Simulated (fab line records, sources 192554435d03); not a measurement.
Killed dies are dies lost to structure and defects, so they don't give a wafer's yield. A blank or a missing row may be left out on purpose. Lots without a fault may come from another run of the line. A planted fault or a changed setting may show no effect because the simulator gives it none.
Chamber matching | flow n5_finfet | N5_ILD0_ALD_15 on ald_sin-04: 4 sister chambers
The step deposits SiNx, target thk 24 nm, pulse time 1 s, ald cycles 480. 16 wafers are shown with their chamber, then 8 later ones without.

WAFERS WITH THEIR CHAMBER
wafer  | chamber | heater_power_w (W) | precursor_pulse_height_rel
L077.1 | 0       | 882                | 0.993
L077.4 | 2       | 867                | 1.061
L077.5 | 2       | 907                | 1.019
L078.2 | 2       | 880                | 0.981
L078.5 | 3       | 926                | 0.974
L078.6 | 0       | 900                | 0.978
L080.2 | 3       | 930                | 1.028
L080.5 | 2       | 885                | 1.007
L080.6 | 1       | 873                | 0.985
L086.4 | 1       | 854                | 0.981
L086.5 | 3       | 948                | 1.017
L086.6 | 0       | 881                | 0.995
L088.2 | 3       | 927                | 1.035
L088.4 | 2       | 880                | 0.981
L088.6 | 3       | 928                | 0.994
L089.1 | 2       | 882                | 1.008

SIGNATURES (means of the wafers above)
reading                    | chamber 0 | chamber 1 | chamber 2 | chamber 3 | scatter within a chamber
heater_power_w             | 887.67    | 863.50    | 883.50    | 931.80    | 11.5
precursor_pulse_height_rel | 0.98867   | 0.98300   | 1.00950   | 1.00960   | 0.0243
Rule: a wafer's distance from a chamber is the root of the sum, over the readings, of the square of ((its reading less the chamber's mean) divided by the reading's scatter). The wafer belongs to the nearest chamber; if the next one is less than 2 further off, it can't be placed. The scatter: the root of (the sum of the squares of (reading less its chamber's mean) over the shown wafers, divided by (wafers less chambers)).

WAFERS WITHOUT THEIR CHAMBER
wafer  | heater_power_w (W) | precursor_pulse_height_rel
L089.2 | 868                | 1.048
L089.3 | 870                | 1.003
L090.1 | 885                | 0.977
L090.2 | 851                | 1.001
L090.3 | 902                | 1.025
L092.3 | 866                | 0.991
L092.4 | 922                | 0.991
L092.5 | 877                | 0.992

WHICH CHAMBER EACH WENT THROUGH
wafer  | from the rows above          | in truth
L089.2 | can't be placed: 2 or 1 or 0 | 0
L089.3 | can't be placed: 1 or 2 or 0 | 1
L090.1 | can't be placed: 0 or 2 or 1 | 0
L090.2 | can't be placed: 1 or 2 or 0 | 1
L090.3 | can't be placed: 2 or 0 or 3 | 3
L092.3 | can't be placed: 1 or 2 or 0 | 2
L092.4 | can't be placed: 3 or 0      | 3
L092.5 | can't be placed: 2 or 0 or 1 | 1
Placed correctly: 0 of 8. Can't be placed from these rows: 8 (the true chamber is among the candidates in 8). Placed wrongly: 0.
